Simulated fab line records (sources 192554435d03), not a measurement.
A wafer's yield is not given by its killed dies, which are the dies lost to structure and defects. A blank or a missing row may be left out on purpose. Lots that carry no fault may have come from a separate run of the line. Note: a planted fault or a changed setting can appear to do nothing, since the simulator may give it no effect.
Which tool was responsible? | flow n5_finfet | 72 wafers from 24 lots sampled at 5 of the route's 1938 steps

## WHAT THE GAUGES READ, wafer by wafer
N5_BEOL_M2_THK_MEAS_53: measures by xrf. Usual: for M2_THK the level is 39.9 nm and the standard deviation is 1.2.
lot  | measured     | on            | M2_THK (nm)    | flag
L074 | day 6 19:34  | film_metro-01 | 39.5 39.5 36.9 |
L075 | day 6 23:05  | film_metro-02 | 41.4 41.1 38.6 |
L076 | day 7 11:34  | film_metro-02 | 39.4 37.4 38.6 |
L077 | day 7 16:14  | film_metro-02 | 38.2 42.1 41.3 |
L078 | day 7 22:37  | film_metro-01 | 38.1 40.0 39.5 |
L080 | day 8 06:56  | film_metro-01 | 39.8 39.2 39.2 |
L079 | day 8 14:30  | film_metro-01 | 38.8 38.5 40.6 |
L081 | day 8 19:25  | film_metro-01 | 39.1 39.9 39.6 |
L082 | day 9 01:36  | film_metro-01 | 41.0 38.7 40.2 |
L083 | day 9 05:19  | film_metro-02 | 41.3 41.4 39.4 |
L084 | day 9 14:52  | film_metro-02 | 40.8 40.1 41.3 |
L085 | day 9 22:41  | film_metro-01 | 41.9 42.4 42.3 |
L086 | day 9 21:08  | film_metro-02 | 41.9 42.3 43.8 |
L087 | day 10 01:47 | film_metro-01 | 39.3 40.3 41.2 |
L089 | day 10 16:20 | film_metro-02 | 40.6 40.6 39.3 |
L088 | day 10 22:28 | film_metro-01 | 38.4 38.6 38.5 |
L090 | day 11 04:44 | film_metro-01 | 40.3 39.9 40.2 |
L091 | day 11 09:32 | film_metro-02 | 38.9 40.0 39.6 |
L093 | day 11 10:43 | film_metro-02 | 41.4 38.8 39.0 |
L092 | day 11 14:01 | film_metro-01 | 38.0 40.4 37.9 |
L094 | day 11 14:10 | film_metro-02 | 39.5 41.0 39.1 |
L095 | day 12 13:20 | film_metro-01 | 39.3 39.7 38.9 |
L097 | day 12 15:58 | film_metro-02 | 39.8 41.3 40.8 |
L096 | day 12 20:12 | film_metro-01 | 38.4 39.5 39.4 |

## TOOL THAT RAN EACH LOT (tool first, then ch and the chambers of the sampled wafers, then the start)
lot  | N5_BEOL_M2_ANNEAL_49         | N5_BEOL_M2_SPUTTER_79        | N5_BEOL_M2_ANNEAL_89         | N5_BEOL_M2_ANNEAL_95
L074 | pvd_sputter-03, day 6 17:06  | pvd_sputter-03, day 6 17:14  | pvd_sputter-03, day 6 17:59  | pvd_sputter-03, day 6 18:38
L075 | pvd_sputter-02, day 6 20:21  | pvd_sputter-02, day 6 20:29  | pvd_sputter-02, day 6 21:14  | pvd_sputter-02, day 6 21:53
L076 | pvd_sputter-03, day 7 09:05  | pvd_sputter-03, day 7 09:14  | pvd_sputter-03, day 7 09:58  | pvd_sputter-03, day 7 10:38
L077 | pvd_sputter-01, day 7 13:47  | pvd_sputter-01, day 7 13:55  | pvd_sputter-01, day 7 14:40  | pvd_sputter-01, day 7 15:19
L078 | pvd_sputter-01, day 7 20:08  | pvd_sputter-01, day 7 20:17  | pvd_sputter-01, day 7 21:01  | pvd_sputter-01, day 7 21:41
L080 | pvd_sputter-03, day 8 04:28  | pvd_sputter-03, day 8 04:37  | pvd_sputter-03, day 8 05:21  | pvd_sputter-03, day 8 06:01
L079 | pvd_sputter-03, day 8 12:02  | pvd_sputter-03, day 8 12:11  | pvd_sputter-03, day 8 12:55  | pvd_sputter-03, day 8 13:35
L081 | pvd_sputter-01, day 8 16:56  | pvd_sputter-01, day 8 17:05  | pvd_sputter-01, day 8 17:49  | pvd_sputter-01, day 8 18:29
L082 | pvd_sputter-03, day 8 23:08  | pvd_sputter-03, day 8 23:16  | pvd_sputter-03, day 9 00:01  | pvd_sputter-03, day 9 00:40
L083 | pvd_sputter-01, day 9 02:51  | pvd_sputter-01, day 9 02:59  | pvd_sputter-01, day 9 03:44  | pvd_sputter-01, day 9 04:23
L084 | pvd_sputter-03, day 9 12:18  | pvd_sputter-03, day 9 12:26  | pvd_sputter-03, day 9 13:11  | pvd_sputter-03, day 9 13:50
L085 | pvd_sputter-03, day 9 18:24  | pvd_sputter-03, day 9 18:32  | pvd_sputter-03, day 9 21:05  | pvd_sputter-03, day 9 21:44
L086 | pvd_sputter-02, day 9 18:34  | pvd_sputter-02, day 9 18:42  | pvd_sputter-02, day 9 19:26  | pvd_sputter-02, day 9 20:06
L087 | pvd_sputter-02, day 9 22:59  | pvd_sputter-02, day 9 23:07  | pvd_sputter-02, day 9 23:52  | pvd_sputter-02, day 10 00:31
L089 | pvd_sputter-03, day 10 13:35 | pvd_sputter-03, day 10 13:44 | pvd_sputter-03, day 10 14:28 | pvd_sputter-03, day 10 15:08
L088 | pvd_sputter-02, day 10 19:50 | pvd_sputter-02, day 10 19:58 | pvd_sputter-02, day 10 20:43 | pvd_sputter-02, day 10 21:22
L090 | pvd_sputter-01, day 11 02:16 | pvd_sputter-01, day 11 02:25 | pvd_sputter-01, day 11 03:09 | pvd_sputter-01, day 11 03:49
L091 | pvd_sputter-03, day 11 06:07 | pvd_sputter-03, day 11 06:16 | pvd_sputter-03, day 11 07:00 | pvd_sputter-03, day 11 07:40
L093 | pvd_sputter-03, day 11 08:13 | pvd_sputter-03, day 11 08:22 | pvd_sputter-03, day 11 09:06 | pvd_sputter-03, day 11 09:46
L092 | pvd_sputter-02, day 11 11:26 | pvd_sputter-02, day 11 11:34 | pvd_sputter-02, day 11 12:19 | pvd_sputter-02, day 11 12:58
L094 | pvd_sputter-01, day 11 11:41 | pvd_sputter-01, day 11 11:49 | pvd_sputter-01, day 11 12:34 | pvd_sputter-01, day 11 13:13
L095 | pvd_sputter-03, day 12 10:52 | pvd_sputter-03, day 12 11:01 | pvd_sputter-03, day 12 11:45 | pvd_sputter-03, day 12 12:25
L097 | pvd_sputter-03, day 12 13:29 | pvd_sputter-03, day 12 13:37 | pvd_sputter-03, day 12 14:22 | pvd_sputter-03, day 12 15:01
L096 | pvd_sputter-03, day 12 17:44 | pvd_sputter-03, day 12 17:53 | pvd_sputter-03, day 12 18:37 | pvd_sputter-03, day 12 19:17
- N5_BEOL_M2_ANNEAL_49: time 240 s.
- N5_BEOL_M2_SPUTTER_79: material Cu, target thk 4.5 nm, time 8.29 s.
- N5_BEOL_M2_ANNEAL_89: time 240 s.
- N5_BEOL_M2_ANNEAL_95: time 240 s.

## AS READ BY THE TOOLS THEMSELVES (means over the sampled wafers that have a number; for cases with no such wafer, the mark the record gives instead)
N5_BEOL_M2_ANNEAL_49. Usual: heater_power_w 858 W, standard deviation 100; susceptor_temp_C_max 400.9, standard deviation 0.34.
lot  | tool           | heater_power_w (W) | susceptor_temp_C_max | flag
L074 | pvd_sputter-03 | 899                | 401.0                |
L075 | pvd_sputter-02 | 832                | 400.5                |
L076 | pvd_sputter-03 | 911                | 400.8                |
L077 | pvd_sputter-01 | 807                | 400.8                |
L078 | pvd_sputter-01 | 840                | 400.9                |
L080 | pvd_sputter-03 | 867                | 400.9                |
L079 | pvd_sputter-03 | 936                | 401.0                |
L081 | pvd_sputter-01 | 757                | 401.2                |
L082 | pvd_sputter-03 | 814                | 401.1                |
L083 | pvd_sputter-01 | 764                | 400.5                |
L084 | pvd_sputter-03 | 864                | 400.8                |
L085 | pvd_sputter-03 | 908                | 400.8                |
L086 | pvd_sputter-02 | 754                | 400.9                |
L087 | pvd_sputter-02 | 848                | 401.1                |
L089 | pvd_sputter-03 | 854                | 400.9                |
L088 | pvd_sputter-02 | 770                | 400.8                |
L090 | pvd_sputter-01 | 798                | 401.1                |
L091 | pvd_sputter-03 | 829                | 401.0                |
L093 | pvd_sputter-03 | 858                | 401.0                |
L092 | pvd_sputter-02 | 866                | 400.7                |
L094 | pvd_sputter-01 | 827                | 400.9                |
L095 | pvd_sputter-03 | 935                | 400.9                |
L097 | pvd_sputter-03 | 917                | 400.8                |
L096 | pvd_sputter-03 | 902                | 401.0                |

N5_BEOL_M2_SPUTTER_79. Usual: throttle_valve_pct at 29.7 %, with a standard deviation of 1.1.
lot  | tool           | throttle_valve_pct (%) | flag
L074 | pvd_sputter-03 | 30.1                   |
L075 | pvd_sputter-02 | 29.4                   |
L076 | pvd_sputter-03 | 30.6                   |
L077 | pvd_sputter-01 | 29.5                   |
L078 | pvd_sputter-01 | 28.9                   |
L080 | pvd_sputter-03 | 29.8                   |
L079 | pvd_sputter-03 | 30.4                   |
L081 | pvd_sputter-01 | 30.4                   |
L082 | pvd_sputter-03 | 28.9                   |
L083 | pvd_sputter-01 | 30.6                   |
L084 | pvd_sputter-03 | 29.7                   |
L085 | pvd_sputter-03 | 30.2                   |
L086 | pvd_sputter-02 | 29.8                   |
L087 | pvd_sputter-02 | 28.4                   |
L089 | pvd_sputter-03 | 29.6                   |
L088 | pvd_sputter-02 | 30.3                   |
L090 | pvd_sputter-01 | 29.5                   |
L091 | pvd_sputter-03 | 29.8                   |
L093 | pvd_sputter-03 | 29.7                   |
L092 | pvd_sputter-02 | 28.2                   |
L094 | pvd_sputter-01 | 28.9                   |
L095 | pvd_sputter-03 | 30.0                   |
L097 | pvd_sputter-03 | 30.4                   |
L096 | pvd_sputter-03 | 30.3                   |

N5_BEOL_M2_ANNEAL_89. Usual: heater_power_w 858 W, standard deviation 97; susceptor_temp_C_max 401.0, standard deviation 0.35.
lot  | tool           | heater_power_w (W) | susceptor_temp_C_max | flag
L074 | pvd_sputter-03 | 903                | 400.8                |
L075 | pvd_sputter-02 | 835                | 400.8                |
L076 | pvd_sputter-03 | 912                | 400.9                |
L077 | pvd_sputter-01 | 804                | 400.9                |
L078 | pvd_sputter-01 | 822                | 401.1                |
L080 | pvd_sputter-03 | 865                | 401.0                |
L079 | pvd_sputter-03 | 949                | 401.2                |
L081 | pvd_sputter-01 | 770                | 400.8                |
L082 | pvd_sputter-03 | 806                | 401.2                |
L083 | pvd_sputter-01 | 770                | 400.7                |
L084 | pvd_sputter-03 | 864                | 401.0                |
L085 | pvd_sputter-03 | 907                | 401.1                |
L086 | pvd_sputter-02 | 750                | 401.0                |
L087 | pvd_sputter-02 | 851                | 400.9                |
L089 | pvd_sputter-03 | 862                | 401.1                |
L088 | pvd_sputter-02 | 780                | 401.2                |
L090 | pvd_sputter-01 | 793                | 400.8                |
L091 | pvd_sputter-03 | 830                | 401.0                |
L093 | pvd_sputter-03 | 849                | 400.7                |
L092 | pvd_sputter-02 | 854                | 400.8                |
L094 | pvd_sputter-01 | 847                | 401.3                |
L095 | pvd_sputter-03 | 930                | 401.1                |
L097 | pvd_sputter-03 | 895                | 400.9                |
L096 | pvd_sputter-03 | 902                | 400.9                |

N5_BEOL_M2_ANNEAL_95. Usual: heater_power_w 857 W, standard deviation 98; susceptor_temp_C_max 400.9, standard deviation 0.34.
lot  | tool           | heater_power_w (W) | susceptor_temp_C_max | flag
L074 | pvd_sputter-03 | 897                | 400.9                |
L075 | pvd_sputter-02 | 817                | 400.8                |
L076 | pvd_sputter-03 | 911                | 400.9                |
L077 | pvd_sputter-01 | 804                | 400.6                |
L078 | pvd_sputter-01 | 838                | 400.9                |
L080 | pvd_sputter-03 | 860                | 401.3                |
L079 | pvd_sputter-03 | 935                | 400.8                |
L081 | pvd_sputter-01 | 752                | 400.7                |
L082 | pvd_sputter-03 | 821                | 400.9                |
L083 | pvd_sputter-01 | 770                | 400.5                |
L084 | pvd_sputter-03 | 858                | 401.2                |
L085 | pvd_sputter-03 | 911                | 401.0                |
L086 | pvd_sputter-02 | 743                | 401.1                |
L087 | pvd_sputter-02 | 863                | 400.7                |
L089 | pvd_sputter-03 | 869                | 400.9                |
L088 | pvd_sputter-02 | 776                | 401.1                |
L090 | pvd_sputter-01 | 792                | 400.8                |
L091 | pvd_sputter-03 | 824                | 401.0                |
L093 | pvd_sputter-03 | 858                | 400.7                |
L092 | pvd_sputter-02 | 866                | 400.6                |
L094 | pvd_sputter-01 | 832                | 401.0                |
L095 | pvd_sputter-03 | 930                | 400.9                |
L097 | pvd_sputter-03 | 905                | 400.7                |
L096 | pvd_sputter-03 | 892                | 400.9                |

## THE ANSWER, worked out from the rows above alone
Rule: lot off if the mean of its wafers having a number is beyond 3 standard deviations from the usual mean. Also off: a lot with no number at a reading for which 4 or more lots have one. The other lots that the step has rows for count as sound. After the gauges, taken in route order, come the tools' own readings; for these a lot's mean is taken, as printed above. The first step at which some lot is off is used, and at that step the reading that is off furthest; a lot without a number counts as furthest.
Nothing can be told from this: no lot is off at any reading shown.

## WHAT WAS PUT IN BY THE SIMULATOR
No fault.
